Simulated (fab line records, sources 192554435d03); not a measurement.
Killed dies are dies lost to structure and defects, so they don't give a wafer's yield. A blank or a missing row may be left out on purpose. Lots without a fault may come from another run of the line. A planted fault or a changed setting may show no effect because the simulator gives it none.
Which tool did it? | flow n5_finfet | 10 lots, 30 wafers sampled, at 2 steps of a route of 1938

WHAT THE GAUGES READ, wafer by wafer
N5_BEOL_M7_CD_MEAS_18: pitch 80 nm, target cd 40 nm.
lot  | measured     | on        | cd_nm (nm)
L382 | day 8 23:59  | cd_sem-02 | 40.1 40.3 40.0
L383 | day 9 08:34  | cd_sem-02 | 40.0 39.8 40.0
L385 | day 9 20:21  | cd_sem-01 | 39.1 39.6 39.6
L386 | day 10 08:35 | cd_sem-01 | 40.6 40.1 40.5
L394 | day 12 03:50 | cd_sem-02 | 40.9 40.4 40.9
L396 | day 12 16:15 | cd_sem-01 | 39.9 40.7 39.9
L395 | day 12 16:18 | cd_sem-03 | 39.2 39.6 40.0
L400 | day 14 08:20 | cd_sem-01 | 39.2 39.6 40.1
L402 | day 14 10:28 | cd_sem-01 | 39.3 39.8 39.7
L403 | day 14 10:38 | cd_sem-02 | 39.7 39.7 39.1

WHICH TOOL RAN EACH LOT (tool, then ch and the chambers of the sampled wafers, then the start)
lot  | N5_BEOL_M7_DESCUM_16
L382 | rie_diel-01 ch 0,1,2, day 8 23:26
L383 | rie_diel-03 ch 1,2, day 9 08:07
L385 | rie_diel-03 ch 0,2, day 9 19:53
L386 | rie_diel-03 ch 0,1, day 10 08:01
L394 | rie_diel-03 ch 1,3, day 12 03:23
L396 | rie_diel-01 ch 1,2, day 12 15:19
L395 | rie_diel-01 ch 1,2,3, day 12 15:34
L400 | rie_diel-03 ch 0,1,3, day 14 07:52
L402 | rie_diel-01 ch 0,2,3, day 14 09:55
L403 | rie_diel-03 ch 0,1, day 14 10:10
- N5_BEOL_M7_DESCUM_16: chemistry O2, time 7.9 s.

THE ANSWER, worked out from the rows above alone
Rule: what is usual is taken from the lots themselves. Put in order of their means at a reading, lots are off if they are a third of the lots or fewer, leave a main group of 4 or more, and stand apart from it by a gap of 3 or more times the standard deviation of the main group's means; of several such gaps the widest counts. A main group whose means are all the same, to the digits that the tables above print for the reading, isn't used. A lot without any number at a reading at which 4 lots or more have one is off too. The other lots that the step has rows for count as sound.
No lot is off at any reading shown: from this, nothing can be told.

WHAT THE SIMULATOR HAD PUT IN
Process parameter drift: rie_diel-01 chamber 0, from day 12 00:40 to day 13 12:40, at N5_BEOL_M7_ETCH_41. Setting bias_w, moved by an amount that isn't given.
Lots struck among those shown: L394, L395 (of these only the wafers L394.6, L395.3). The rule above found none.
